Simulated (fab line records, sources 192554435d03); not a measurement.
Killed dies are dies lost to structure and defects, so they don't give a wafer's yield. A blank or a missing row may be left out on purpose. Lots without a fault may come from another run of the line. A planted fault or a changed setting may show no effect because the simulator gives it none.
Which tool did it? | flow n5_finfet | 11 lots, 33 wafers sampled, at 3 steps of a route of 1938

WHAT THE GAUGES READ, wafer by wafer
N5_GATE_CUT_INSPECT_15: inspects for defects (brightfield).
lot  | measured     | on                | raw_defect_count
L075 | day 4 17:37  | defect_inspect-01 | 219 220 134
L077 | day 5 08:18  | defect_inspect-02 | 143 175 199
L080 | day 6 01:56  | defect_inspect-02 | 220 168 162
L082 | day 6 14:40  | defect_inspect-01 | 108 213 147
L084 | day 7 02:43  | defect_inspect-01 | 81 141 175
L086 | day 7 14:19  | defect_inspect-01 | 91 193 140
L088 | day 8 01:10  | defect_inspect-02 | 100 135 125
L090 | day 8 12:17  | defect_inspect-02 | 157 153 181
L092 | day 9 01:14  | defect_inspect-01 | 70 81 107
L094 | day 9 12:32  | defect_inspect-01 | 129 94 167
L096 | day 10 01:19 | defect_inspect-01 | 74 86 77

WHICH TOOL RAN EACH LOT (tool, then ch and the chambers of the sampled wafers, then the start)
lot  | N5_GATE_CUT_ETCH_58               | N5_GATE_CUT_CMP_02
L075 | rie_diel-05 ch 0,3, day 4 14:15   | cmp-03 ch 0,2, day 4 16:53
L077 | rie_diel-02 ch 0,1,3, day 5 00:14 | cmp-04 ch 0,1,3, day 5 07:32
L080 | rie_diel-01 ch 1,3, day 5 22:27   | cmp-03 ch 1,3, day 6 01:13
L082 | rie_diel-01 ch 0,2,3, day 6 11:17 | cmp-03 ch 2,3, day 6 13:54
L084 | rie_diel-01 ch 0,3, day 6 23:22   | cmp-03 ch 0,1,2, day 7 02:04
L086 | rie_diel-05 ch 0,2,3, day 7 10:51 | cmp-03 ch 0,1,2, day 7 13:26
L088 | rie_diel-05 ch 1,2, day 7 20:31   | cmp-04 ch 1,2,3, day 8 00:22
L090 | rie_diel-05 ch 0,2,3, day 8 08:55 | cmp-04 ch 0,1,2, day 8 11:32
L092 | rie_diel-01 ch 0,3, day 8 21:04   | cmp-03 ch 1,2, day 9 00:29
L094 | rie_diel-01 ch 0,3, day 9 09:09   | cmp-03 ch 1,2,3, day 9 11:51
L096 | rie_diel-02 ch 0,2,3, day 9 21:46 | cmp-01 ch 1,2,3, day 10 00:29
- N5_GATE_CUT_ETCH_58: etches SiNx in CH3F/O2, target depth 17 nm, time 128.6 s.
- N5_GATE_CUT_CMP_02: polishes, stops on SiO2, t overpolish 12.7 s, target thk 0 nm.

THE ANSWER, worked out from the rows above alone
Rule: what is usual is taken from the lots themselves. Put in order of their means at a reading, lots are off if they are a third of the lots or fewer, leave a main group of 4 or more, and stand apart from it by a gap of 3 or more times the standard deviation of the main group's means; of several such gaps the widest counts. A main group whose means are all the same, to the digits that the tables above print for the reading, isn't used. A lot without any number at a reading at which 4 lots or more have one is off too. The other lots that the step has rows for count as sound.
No lot is off at any reading shown: from this, nothing can be told.

WHAT THE SIMULATOR HAD PUT IN
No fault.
